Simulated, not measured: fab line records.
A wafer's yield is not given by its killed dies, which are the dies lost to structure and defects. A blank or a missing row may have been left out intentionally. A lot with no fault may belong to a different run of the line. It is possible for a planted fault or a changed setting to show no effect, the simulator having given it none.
Chamber matching / flow nand harc / rie diel-08 running NHARC_A_CONTACT_ETCH_75: 4 sister chambers
The step etches the open film in CF4, target depth 39 nm, time 65 s. 14 wafers are shown with their chamber, then 7 later ones without.

== WAFERS WITH THEIR CHAMBER ==
wafer=L076.2; chamber=1; showerhead plenum p Torr (Torr)=1.71; drypump motor current A (A)=5.1; rf vpp V (V)=150.1
wafer=L076.5; chamber=3; showerhead plenum p Torr (Torr)=1.80; drypump motor current A (A)=5.3; rf vpp V (V)=151.7
wafer=L076.6; chamber=0; showerhead plenum p Torr (Torr)=1.66; drypump motor current A (A)=6.1; rf vpp V (V)=149.3
wafer=L081.1; chamber=3; showerhead plenum p Torr (Torr)=1.80; drypump motor current A (A)=5.3; rf vpp V (V)=152.2
wafer=L081.2; chamber=0; showerhead plenum p Torr (Torr)=1.66; drypump motor current A (A)=6.1; rf vpp V (V)=150.3
wafer=L081.5; chamber=3; showerhead plenum p Torr (Torr)=1.80; drypump motor current A (A)=5.3; rf vpp V (V)=151.6
wafer=L080.1; chamber=3; showerhead plenum p Torr (Torr)=1.80; drypump motor current A (A)=5.3; rf vpp V (V)=152.0
wafer=L080.5; chamber=3; showerhead plenum p Torr (Torr)=1.80; drypump motor current A (A)=5.3; rf vpp V (V)=150.5
wafer=L080.6; chamber=2; showerhead plenum p Torr (Torr)=1.80; drypump motor current A (A)=5.9; rf vpp V (V)=153.2
wafer=L082.1; chamber=3; showerhead plenum p Torr (Torr)=1.80; drypump motor current A (A)=5.3; rf vpp V (V)=152.7
wafer=L082.2; chamber=0; showerhead plenum p Torr (Torr)=1.66; drypump motor current A (A)=6.1; rf vpp V (V)=150.3
wafer=L082.5; chamber=0; showerhead plenum p Torr (Torr)=1.66; drypump motor current A (A)=6.1; rf vpp V (V)=150.5
wafer=L096.1; chamber=2; showerhead plenum p Torr (Torr)=1.80; drypump motor current A (A)=5.9; rf vpp V (V)=152.4
wafer=L096.2; chamber=1; showerhead plenum p Torr (Torr)=1.70; drypump motor current A (A)=5.0; rf vpp V (V)=149.9

SIGNATURES, as means of the wafers listed above
reading=showerhead plenum p Torr; chamber 0=1.6600; chamber 1=1.7050; chamber 2=1.8000; chamber 3=1.8000; scatter within a chamber=0.00224
reading=drypump motor current A; chamber 0=6.100; chamber 1=5.050; chamber 2=5.900; chamber 3=5.300; scatter within a chamber=0.0224
reading=rf vpp V; chamber 0=150.100; chamber 1=150.000; chamber 2=152.800; chamber 3=151.783; scatter within a chamber=0.63
Rule: a wafer lies at a distance from a chamber equal to the root of the sum of squares, over the readings, of (its reading less the chamber's mean, divided by the reading's scatter). The wafer belongs to the nearest chamber; if the next one is less than 2 further off, it can't be placed. The scatter is the square root of a quotient: the sum, over the shown wafers, of each reading's squared deviation from its chamber's mean, divided by wafers minus chambers.

== WAFERS WHOSE CHAMBER IS MISSING ==
wafer=L096.6; showerhead plenum p Torr (Torr)=1.70; drypump motor current A (A)=5.0; rf vpp V (V)=151.7
wafer=L096.3; showerhead plenum p Torr (Torr)=1.79; drypump motor current A (A)=5.3; rf vpp V (V)=151.7
wafer=L096.4; showerhead plenum p Torr (Torr)=1.80; drypump motor current A (A)=5.9; rf vpp V (V)=153.2
wafer=L096.5; showerhead plenum p Torr (Torr)=1.79; drypump motor current A (A)=5.3; rf vpp V (V)=152.2
wafer=L093.1; showerhead plenum p Torr (Torr)=1.65; drypump motor current A (A)=6.1; rf vpp V (V)=149.3
wafer=L093.3; showerhead plenum p Torr (Torr)=1.79; drypump motor current A (A)=5.3; rf vpp V (V)=152.5
wafer=L093.6; showerhead plenum p Torr (Torr)=1.65; drypump motor current A (A)=6.1; rf vpp V (V)=151.1

== CHAMBER TAKEN BY EACH ==
wafer=L096.6; from the rows above=1; in truth=1
wafer=L096.3; from the rows above=3; in truth=3
wafer=L096.4; from the rows above=2; in truth=2
wafer=L096.5; from the rows above=3; in truth=3
wafer=L093.1; from the rows above=0; in truth=0
wafer=L093.3; from the rows above=3; in truth=3
wafer=L093.6; from the rows above=0; in truth=0
Correct placement for 7 of the 7. From these rows, 0 cannot be placed. Wrongly placed: 0.
